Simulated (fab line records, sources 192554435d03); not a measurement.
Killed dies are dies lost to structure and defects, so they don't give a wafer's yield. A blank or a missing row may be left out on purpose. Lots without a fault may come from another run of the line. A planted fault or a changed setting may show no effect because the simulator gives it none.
Chamber matching | flow n5_finfet | N5_BEOL_M12_TRENCH_ETCH_34 on rie_diel-01: 4 sister chambers
The step etches SiOC in C4F8/O2/Ar, target depth 318.95 nm, time 125.5 s. 8 wafers are shown with their chamber, then 8 later ones without.

WAFERS WITH THEIR CHAMBER
wafer  | chamber | throttle_valve_pct (%) | showerhead_plenum_p_Torr (Torr)
L085.4 | 2       | 24.35                  | 3.48
L085.6 | 1       | 24.65                  | 3.41
L086.2 | 1       | 24.67                  | 3.40
L086.4 | 3       | 24.32                  | 3.42
L089.2 | 0       | 23.92                  | 3.58
L089.4 | 2       | 24.34                  | 3.48
L089.6 | 0       | 23.92                  | 3.58
L092.2 | 3       | 24.35                  | 3.41

WAFERS WITHOUT THEIR CHAMBER
wafer  | throttle_valve_pct (%) | showerhead_plenum_p_Torr (Torr)
L092.3 | 23.90                  | 3.57
L092.4 | 24.35                  | 3.41
L095.2 | 24.34                  | 3.47
L095.5 | 24.43                  | 3.40
L095.6 | 24.36                  | 3.47
L097.4 | 24.42                  | 3.40
L097.5 | 24.35                  | 3.41
L097.6 | 24.36                  | 3.47

WHICH CHAMBER EACH WENT THROUGH
wafer  | from the rows above | in truth
L092.3 | 0                   | 0
L092.4 | 3                   | 3
L095.2 | 2                   | 2
L095.5 | 3                   | 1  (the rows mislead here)
L095.6 | 2                   | 2
L097.4 | 3                   | 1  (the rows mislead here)
L097.5 | 3                   | 3
L097.6 | 2                   | 2
Placed correctly: 6 of 8. Can't be placed from these rows: 0. Placed wrongly: 2.
How it was worked out, from the rows above alone: a wafer's distance from a chamber is the root of the sum, over the readings, of the square of ((its reading less the chamber's mean) divided by the reading's scatter). The wafer belongs to the nearest chamber; if the next one is less than 2 further off, it can't be placed. A chamber's mean is the mean of its shown wafers. The scatter: the root of (the sum of the squares of (reading less its chamber's mean) over the shown wafers, divided by (wafers less chambers)).
